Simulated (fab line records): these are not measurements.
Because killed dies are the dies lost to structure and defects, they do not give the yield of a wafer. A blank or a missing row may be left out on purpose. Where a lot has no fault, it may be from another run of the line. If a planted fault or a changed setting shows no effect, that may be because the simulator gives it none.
What tool caused it? || flow nandHarc || Sampling: 12 lots, 35 wafers, 5 of 1159 route steps

## WHAT THE GAUGES READ, wafer by wafer
NHARC_END_SORT_01. Usual: killedAtArray 28, standard deviation 11; killedAtOther 0.9, standard deviation 1.2; killedAtPeriphery 2.6, standard deviation 2.1; killedDies 31, standard deviation 11; killedOpen 3.1, standard deviation 1.7; killedShort 1.9, standard deviation 1.3.
{"lot": "L260", "measured": "day 24 13:26", "on": "prober-01", "killedAtArray": "20 24", "killedAtOther": "0 4", "killedAtPeriphery": "1 624", "killedDies": "21 652", "killedOpen": "2 3", "killedShort": "0 2", "flag": "OFF"}
{"lot": "L261", "measured": "day 24 06:23", "on": "prober-01", "killedAtArray": "8 12 13", "killedAtOther": "0 1 1", "killedAtPeriphery": "636 4 1", "killedDies": "644 17 15", "killedOpen": "0 2 2", "killedShort": "0 6 1", "flag": "OFF"}
{"lot": "L263", "measured": "day 24 22:54", "on": "prober-01", "killedAtArray": "36 30 35", "killedAtOther": "1 0 0", "killedAtPeriphery": "600 0 3", "killedDies": "637 30 38", "killedOpen": "2 0 4", "killedShort": "1 2 1", "flag": "OFF"}
{"lot": "L266", "measured": "day 24 05:40", "on": "prober-02", "killedAtArray": "33 32 36", "killedAtOther": "1 2 0", "killedAtPeriphery": "1 0 2", "killedDies": "35 34 38", "killedOpen": "1 6 2", "killedShort": "5 2 2", "flag": ""}
{"lot": "L269", "measured": "day 26 06:05", "on": "prober-02", "killedAtArray": "38 41 38", "killedAtOther": "0 0 0", "killedAtPeriphery": "4 1 2", "killedDies": "42 42 40", "killedOpen": "3 0 4", "killedShort": "3 2 1", "flag": ""}

## WHICH TOOL RAN EACH LOT (tool, then ch and the chambers of the sampled wafers, then the start)
{"lot": "L253", "NHARC_P_GATE_DESCUM_48": "rieDiel-04 ch 0,1,3, day 5 13:51", "NHARC_P_GATE_DESCUM_93": "rieDiel-13 ch 1,2,3, day 5 17:22", "NHARC_P_CONTACT_CMP_01": "cmp-03 ch 0,3, day 5 21:06", "NHARC_P_CONTACT_ETCH_35": "rieDiel-08 ch 0,1, day 5 22:13"}
{"lot": "L254", "NHARC_P_GATE_DESCUM_48": "rieDiel-04 ch 0,2,3, day 5 13:55", "NHARC_P_GATE_DESCUM_93": "rieDiel-11 ch 1,2,3, day 5 17:29", "NHARC_P_CONTACT_CMP_01": "cmp-01 ch 0,1,3, day 5 21:58", "NHARC_P_CONTACT_ETCH_35": "rieDiel-09 ch 0,2,3, day 5 23:02"}
{"lot": "L260", "NHARC_P_GATE_DESCUM_48": "rieDiel-11 ch 1,2, day 6 23:50", "NHARC_P_GATE_DESCUM_93": "rieDiel-04 ch 0,1, day 7 03:13", "NHARC_P_CONTACT_CMP_01": "cmp-02 ch 0,2, day 7 07:04", "NHARC_P_CONTACT_ETCH_35": "rieDiel-08 ch 2,3, day 7 08:10"}
{"lot": "L261", "NHARC_P_GATE_DESCUM_48": "rieDiel-04 ch 0,3, day 7 12:37", "NHARC_P_GATE_DESCUM_93": "rieDiel-04 ch 1,2,3, day 7 16:05", "NHARC_P_CONTACT_CMP_01": "cmp-03 ch 1,2,3, day 7 20:22", "NHARC_P_CONTACT_ETCH_35": "rieDiel-08 ch 1,2, day 7 21:16"}
{"lot": "L263", "NHARC_P_GATE_DESCUM_48": "rieDiel-11 ch 0,1,2, day 8 13:16", "NHARC_P_GATE_DESCUM_93": "rieDiel-13 ch 0,3, day 8 16:47", "NHARC_P_CONTACT_CMP_01": "cmp-02 ch 1,2, day 8 21:06", "NHARC_P_CONTACT_ETCH_35": "rieDiel-08 ch 1,2, day 8 22:07"}
{"lot": "L266", "NHARC_P_GATE_DESCUM_48": "rieDiel-13 ch 0,1,3, day 8 14:17", "NHARC_P_GATE_DESCUM_93": "rieDiel-11 ch 0,1,3, day 8 17:46", "NHARC_P_CONTACT_CMP_01": "cmp-03 ch 0,1,3, day 8 21:53", "NHARC_P_CONTACT_ETCH_35": "rieDiel-06 ch 0,2,3, day 8 23:00"}
{"lot": "L269", "NHARC_P_GATE_DESCUM_48": "rieDiel-04 ch 0,1,2, day 9 12:24", "NHARC_P_GATE_DESCUM_93": "rieDiel-11 ch 0,1,2, day 9 15:48", "NHARC_P_CONTACT_CMP_01": "cmp-02 ch 1,2,3, day 9 19:48", "NHARC_P_CONTACT_ETCH_35": "rieDiel-06 ch 0,1,2, day 9 20:52"}
{"lot": "L270", "NHARC_P_GATE_DESCUM_48": "rieDiel-13 ch 0,2,3, day 9 18:50", "NHARC_P_GATE_DESCUM_93": "rieDiel-04 ch 1,2,3, day 9 22:19", "NHARC_P_CONTACT_CMP_01": "cmp-03 ch 0,1,3, day 10 02:05", "NHARC_P_CONTACT_ETCH_35": "rieDiel-06 ch 0,3, day 10 03:07"}
{"lot": "L272", "NHARC_P_GATE_DESCUM_48": "rieDiel-04 ch 0,1,3, day 10 04:56", "NHARC_P_GATE_DESCUM_93": "rieDiel-11 ch 0,1,3, day 10 08:17", "NHARC_P_CONTACT_CMP_01": "cmp-03 ch 0,1,3, day 10 12:17", "NHARC_P_CONTACT_ETCH_35": "rieDiel-06 ch 0,3, day 10 13:13"}
{"lot": "L271", "NHARC_P_GATE_DESCUM_48": "rieDiel-04 ch 1,2,3, day 10 06:31", "NHARC_P_GATE_DESCUM_93": "rieDiel-11 ch 0,2, day 10 10:00", "NHARC_P_CONTACT_CMP_01": "cmp-01 ch 0,1,2, day 10 13:56", "NHARC_P_CONTACT_ETCH_35": "rieDiel-06 ch 1,3, day 10 14:59"}
{"lot": "L274", "NHARC_P_GATE_DESCUM_48": "rieDiel-11 ch 1,2, day 10 16:21", "NHARC_P_GATE_DESCUM_93": "rieDiel-11 ch 0,3, day 10 19:49", "NHARC_P_CONTACT_CMP_01": "cmp-01 ch 1,2, day 10 23:37", "NHARC_P_CONTACT_ETCH_35": "rieDiel-06 ch 0,1, day 11 00:44"}
{"lot": "L275", "NHARC_P_GATE_DESCUM_48": "rieDiel-11 ch 0,3, day 11 08:50", "NHARC_P_GATE_DESCUM_93": "rieDiel-04 ch 1,2,3, day 11 12:21", "NHARC_P_CONTACT_CMP_01": "cmp-01 ch 0,1, day 11 16:30", "NHARC_P_CONTACT_ETCH_35": "rieDiel-06 ch 1,3, day 11 17:36"}
- NHARC_P_GATE_DESCUM_48: chemistry O2, time 3 s.
- NHARC_P_GATE_DESCUM_93: chemistry O2, time 3 s.
- NHARC_P_CONTACT_CMP_01: polishes SiO2, target thk 200 nm.
- NHARC_P_CONTACT_ETCH_35: etches the open film in CF4, target depth 39 nm, time 65 s.

## AS READ BY THE TOOLS THEMSELVES (means over the sampled wafers that have a number; for cases with no such wafer, the mark the record gives instead)
NHARC_P_GATE_DESCUM_48. Usual: drypumpMotorCurrentA 5.6 A, standard deviation 0.34; oesProductAu 1.000 a.u., standard deviation 0.0078; rfVppV 57.6 V, standard deviation 0.87; showerheadPlenumPTorr 1.88 Torr, standard deviation 0.058; throttleValvePct 11.311 %, standard deviation 0.0092.
{"lot": "L253", "tool": "rieDiel-04", "drypumpMotorCurrentA (A)": 5.4, "oesProductAu (a.u.)": 0.989, "rfVppV (V)": 58.0, "showerheadPlenumPTorr (Torr)": 1.88, "throttleValvePct (%)": 11.314, "flag": ""}
{"lot": "L254", "tool": "rieDiel-04", "drypumpMotorCurrentA (A)": 5.4, "oesProductAu (a.u.)": 0.997, "rfVppV (V)": 57.3, "showerheadPlenumPTorr (Torr)": 1.88, "throttleValvePct (%)": 11.311, "flag": ""}
{"lot": "L260", "tool": "rieDiel-11", "drypumpMotorCurrentA (A)": 5.8, "oesProductAu (a.u.)": 1.005, "rfVppV (V)": 56.7, "showerheadPlenumPTorr (Torr)": 1.92, "throttleValvePct (%)": 11.294, "flag": ""}
{"lot": "L261", "tool": "rieDiel-04", "drypumpMotorCurrentA (A)": 5.4, "oesProductAu (a.u.)": 0.995, "rfVppV (V)": 57.7, "showerheadPlenumPTorr (Torr)": 1.84, "throttleValvePct (%)": 11.303, "flag": ""}
{"lot": "L263", "tool": "rieDiel-11", "drypumpMotorCurrentA (A)": 5.7, "oesProductAu (a.u.)": 1.004, "rfVppV (V)": 57.4, "showerheadPlenumPTorr (Torr)": 1.88, "throttleValvePct (%)": 11.298, "flag": ""}
{"lot": "L266", "tool": "rieDiel-13", "drypumpMotorCurrentA (A)": 5.8, "oesProductAu (a.u.)": 0.991, "rfVppV (V)": 57.2, "showerheadPlenumPTorr (Torr)": 1.87, "throttleValvePct (%)": 11.316, "flag": ""}
{"lot": "L269", "tool": "rieDiel-04", "drypumpMotorCurrentA (A)": 5.7, "oesProductAu (a.u.)": 1.008, "rfVppV (V)": 58.1, "showerheadPlenumPTorr (Torr)": 1.87, "throttleValvePct (%)": 11.310, "flag": ""}
{"lot": "L270", "tool": "rieDiel-13", "drypumpMotorCurrentA (A)": 5.9, "oesProductAu (a.u.)": 0.994, "rfVppV (V)": 57.7, "showerheadPlenumPTorr (Torr)": 1.85, "throttleValvePct (%)": 11.305, "flag": ""}
{"lot": "L272", "tool": "rieDiel-04", "drypumpMotorCurrentA (A)": 5.4, "oesProductAu (a.u.)": 1.006, "rfVppV (V)": 57.1, "showerheadPlenumPTorr (Torr)": 1.88, "throttleValvePct (%)": 11.304, "flag": ""}
{"lot": "L271", "tool": "rieDiel-04", "drypumpMotorCurrentA (A)": 5.4, "oesProductAu (a.u.)": 1.006, "rfVppV (V)": 56.8, "showerheadPlenumPTorr (Torr)": 1.91, "throttleValvePct (%)": 11.307, "flag": ""}
{"lot": "L274", "tool": "rieDiel-11", "drypumpMotorCurrentA (A)": 5.7, "oesProductAu (a.u.)": 1.002, "rfVppV (V)": 58.0, "showerheadPlenumPTorr (Torr)": 1.92, "throttleValvePct (%)": 11.317, "flag": ""}
{"lot": "L275", "tool": "rieDiel-11", "drypumpMotorCurrentA (A)": 5.6, "oesProductAu (a.u.)": 1.008, "rfVppV (V)": 57.6, "showerheadPlenumPTorr (Torr)": 1.85, "throttleValvePct (%)": 11.312, "flag": ""}

NHARC_P_GATE_DESCUM_93. Usual: drypumpMotorCurrentA 5.7 A, standard deviation 0.35; oesProductAu 1.000 a.u., standard deviation 0.0078; rfVppV 57.5 V, standard deviation 0.92; showerheadPlenumPTorr 1.87 Torr, standard deviation 0.058; throttleValvePct 11.312 %, standard deviation 0.0089.
{"lot": "L253", "tool": "rieDiel-13", "drypumpMotorCurrentA (A)": 5.9, "oesProductAu (a.u.)": 0.993, "rfVppV (V)": 56.9, "showerheadPlenumPTorr (Torr)": 1.83, "throttleValvePct (%)": 11.315, "flag": ""}
{"lot": "L254", "tool": "rieDiel-11", "drypumpMotorCurrentA (A)": 5.7, "oesProductAu (a.u.)": 1.006, "rfVppV (V)": 57.6, "showerheadPlenumPTorr (Torr)": 1.91, "throttleValvePct (%)": 11.316, "flag": ""}
{"lot": "L260", "tool": "rieDiel-04", "drypumpMotorCurrentA (A)": 5.7, "oesProductAu (a.u.)": 1.002, "rfVppV (V)": 58.1, "showerheadPlenumPTorr (Torr)": 1.85, "throttleValvePct (%)": 11.316, "flag": ""}
{"lot": "L261", "tool": "rieDiel-04", "drypumpMotorCurrentA (A)": 5.5, "oesProductAu (a.u.)": 0.999, "rfVppV (V)": 58.0, "showerheadPlenumPTorr (Torr)": 1.91, "throttleValvePct (%)": 11.319, "flag": ""}
{"lot": "L263", "tool": "rieDiel-13", "drypumpMotorCurrentA (A)": 5.8, "oesProductAu (a.u.)": 0.994, "rfVppV (V)": 57.5, "showerheadPlenumPTorr (Torr)": 1.90, "throttleValvePct (%)": 11.311, "flag": ""}
{"lot": "L266", "tool": "rieDiel-11", "drypumpMotorCurrentA (A)": 5.6, "oesProductAu (a.u.)": 1.004, "rfVppV (V)": 57.1, "showerheadPlenumPTorr (Torr)": 1.88, "throttleValvePct (%)": 11.313, "flag": ""}
{"lot": "L269", "tool": "rieDiel-11", "drypumpMotorCurrentA (A)": 5.6, "oesProductAu (a.u.)": 1.001, "rfVppV (V)": 57.5, "showerheadPlenumPTorr (Torr)": 1.88, "throttleValvePct (%)": 11.316, "flag": ""}
{"lot": "L270", "tool": "rieDiel-04", "drypumpMotorCurrentA (A)": 5.4, "oesProductAu (a.u.)": 1.003, "rfVppV (V)": 58.4, "showerheadPlenumPTorr (Torr)": 1.91, "throttleValvePct (%)": 11.313, "flag": ""}
{"lot": "L272", "tool": "rieDiel-11", "drypumpMotorCurrentA (A)": 5.6, "oesProductAu (a.u.)": 1.002, "rfVppV (V)": 57.3, "showerheadPlenumPTorr (Torr)": 1.87, "throttleValvePct (%)": 11.320, "flag": ""}
{"lot": "L271", "tool": "rieDiel-11", "drypumpMotorCurrentA (A)": 5.7, "oesProductAu (a.u.)": 1.001, "rfVppV (V)": 57.8, "showerheadPlenumPTorr (Torr)": 1.85, "throttleValvePct (%)": 11.319, "flag": ""}
{"lot": "L274", "tool": "rieDiel-11", "drypumpMotorCurrentA (A)": 5.6, "oesProductAu (a.u.)": 1.001, "rfVppV (V)": 57.4, "showerheadPlenumPTorr (Torr)": 1.83, "throttleValvePct (%)": 11.310, "flag": ""}
{"lot": "L275", "tool": "rieDiel-04", "drypumpMotorCurrentA (A)": 5.5, "oesProductAu (a.u.)": 1.012, "rfVppV (V)": 58.6, "showerheadPlenumPTorr (Torr)": 1.91, "throttleValvePct (%)": 11.312, "flag": ""}

NHARC_P_CONTACT_CMP_01. Usual: motorCurrentA 12.1 A, standard deviation 1.2.
{"lot": "L253", "tool": "cmp-03", "motorCurrentA (A)": 11.8, "flag": ""}
{"lot": "L254", "tool": "cmp-01", "motorCurrentA (A)": 11.8, "flag": ""}
{"lot": "L260", "tool": "cmp-02", "motorCurrentA (A)": 11.9, "flag": ""}
{"lot": "L261", "tool": "cmp-03", "motorCurrentA (A)": 13.0, "flag": ""}
{"lot": "L263", "tool": "cmp-02", "motorCurrentA (A)": 10.7, "flag": ""}
{"lot": "L266", "tool": "cmp-03", "motorCurrentA (A)": 12.2, "flag": ""}
{"lot": "L269", "tool": "cmp-02", "motorCurrentA (A)": 11.0, "flag": ""}
{"lot": "L270", "tool": "cmp-03", "motorCurrentA (A)": 12.4, "flag": ""}
{"lot": "L272", "tool": "cmp-03", "motorCurrentA (A)": 12.2, "flag": ""}
{"lot": "L271", "tool": "cmp-01", "motorCurrentA (A)": 12.0, "flag": ""}
{"lot": "L274", "tool": "cmp-01", "motorCurrentA (A)": 13.4, "flag": ""}
{"lot": "L275", "tool": "cmp-01", "motorCurrentA (A)": 12.5, "flag": ""}

NHARC_P_CONTACT_ETCH_35. Usual: drypumpMotorCurrentA 5.5 A, standard deviation 0.34; oesProductAu 0.999 a.u., standard deviation 0.0076; rfVppV 151.6 V, standard deviation 1.4; showerheadPlenumPTorr 1.80 Torr, standard deviation 0.084; throttleValvePct 13.284 %, standard deviation 0.0093.
{"lot": "L253", "tool": "rieDiel-08", "drypumpMotorCurrentA (A)": 5.2, "oesProductAu (a.u.)": 1.008, "rfVppV (V)": 151.6, "showerheadPlenumPTorr (Torr)": 1.77, "throttleValvePct (%)": 13.285, "flag": ""}
{"lot": "L254", "tool": "rieDiel-09", "drypumpMotorCurrentA (A)": 5.1, "oesProductAu (a.u.)": 0.997, "rfVppV (V)": 151.4, "showerheadPlenumPTorr (Torr)": 1.77, "throttleValvePct (%)": 13.278, "flag": ""}
{"lot": "L260", "tool": "rieDiel-08", "drypumpMotorCurrentA (A)": 5.7, "oesProductAu (a.u.)": 0.903, "rfVppV (V)": 153.4, "showerheadPlenumPTorr (Torr)": 1.86, "throttleValvePct (%)": 13.299, "flag": "OFF"}
{"lot": "L261", "tool": "rieDiel-08", "drypumpMotorCurrentA (A)": 5.7, "oesProductAu (a.u.)": 0.935, "rfVppV (V)": 153.1, "showerheadPlenumPTorr (Torr)": 1.86, "throttleValvePct (%)": 13.291, "flag": "OFF"}
{"lot": "L263", "tool": "rieDiel-08", "drypumpMotorCurrentA (A)": 5.7, "oesProductAu (a.u.)": 0.934, "rfVppV (V)": 153.0, "showerheadPlenumPTorr (Torr)": 1.86, "throttleValvePct (%)": 13.289, "flag": "OFF"}
{"lot": "L266", "tool": "rieDiel-06", "drypumpMotorCurrentA (A)": 5.5, "oesProductAu (a.u.)": 0.989, "rfVppV (V)": 151.2, "showerheadPlenumPTorr (Torr)": 1.77, "throttleValvePct (%)": 13.280, "flag": ""}
{"lot": "L269", "tool": "rieDiel-06", "drypumpMotorCurrentA (A)": 5.8, "oesProductAu (a.u.)": 0.992, "rfVppV (V)": 151.0, "showerheadPlenumPTorr (Torr)": 1.77, "throttleValvePct (%)": 13.287, "flag": ""}
{"lot": "L270", "tool": "rieDiel-06", "drypumpMotorCurrentA (A)": 5.6, "oesProductAu (a.u.)": 0.995, "rfVppV (V)": 151.7, "showerheadPlenumPTorr (Torr)": 1.73, "throttleValvePct (%)": 13.279, "flag": ""}
{"lot": "L272", "tool": "rieDiel-06", "drypumpMotorCurrentA (A)": 5.5, "oesProductAu (a.u.)": 0.993, "rfVppV (V)": 150.3, "showerheadPlenumPTorr (Torr)": 1.73, "throttleValvePct (%)": 13.275, "flag": ""}
{"lot": "L271", "tool": "rieDiel-06", "drypumpMotorCurrentA (A)": 5.5, "oesProductAu (a.u.)": 1.000, "rfVppV (V)": 152.6, "showerheadPlenumPTorr (Torr)": 1.88, "throttleValvePct (%)": 13.285, "flag": ""}
{"lot": "L274", "tool": "rieDiel-06", "drypumpMotorCurrentA (A)": 6.0, "oesProductAu (a.u.)": 1.002, "rfVppV (V)": 151.6, "showerheadPlenumPTorr (Torr)": 1.81, "throttleValvePct (%)": 13.277, "flag": ""}
{"lot": "L275", "tool": "rieDiel-06", "drypumpMotorCurrentA (A)": 5.5, "oesProductAu (a.u.)": 1.001, "rfVppV (V)": 152.8, "showerheadPlenumPTorr (Torr)": 1.88, "throttleValvePct (%)": 13.285, "flag": ""}

## THE ANSWER, worked out from the rows above alone
Rule: a lot is off if the mean of its wafers that have a number lies more than 3 standard deviations from the usual mean. Also off: a lot with no number at a reading for which 4 or more lots have one. Any other lot the step has rows for is counted as sound. The gauges are gone through in route order, then the tools' own readings, and for those a lot's mean is taken as printed above. At the first step where some lot is off, the reading lying furthest off is the one used; lots without a number count as furthest.
Off at NHARC_END_SORT_01 (killedAtPeriphery): L260, L261, L263. Neither off nor sound, because the step has no rows for them: L253, L254, L270, L272, L271, L274, L275.
If a tool, at a process step before that reading, ran all the lots that are off and no sound lot after the first of them, it fits. Not tried: the gauges at NHARC_END_SORT_01; whatever is off there is also off at NHARC_P_CONTACT_ETCH_35, on other tools, and gauge error can't account for it. One candidate fits, namely rieDiel-08 at NHARC_P_CONTACT_ETCH_35. It ran no sound lot before its first lot that is off in this sample, so the start can't be narrowed down.
The tool's own readings at NHARC_P_CONTACT_ETCH_35 bear it out: on the lots that are off they differ by more than 5 times the standard deviation of the sound lots' means. oesProductAu reads 0.924 a.u. there against 0.990 a.u. on the sound lots; rfVppV reads 153.2 V there against 151.1 V on the sound lots; showerheadPlenumPTorr reads 1.86 Torr there against 1.77 Torr on the sound lots.

## WHAT THE SIMULATOR PUT IN
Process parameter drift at NHARC_P_CONTACT_ETCH_35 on rieDiel-08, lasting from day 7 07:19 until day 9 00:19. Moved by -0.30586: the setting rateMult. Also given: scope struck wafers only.
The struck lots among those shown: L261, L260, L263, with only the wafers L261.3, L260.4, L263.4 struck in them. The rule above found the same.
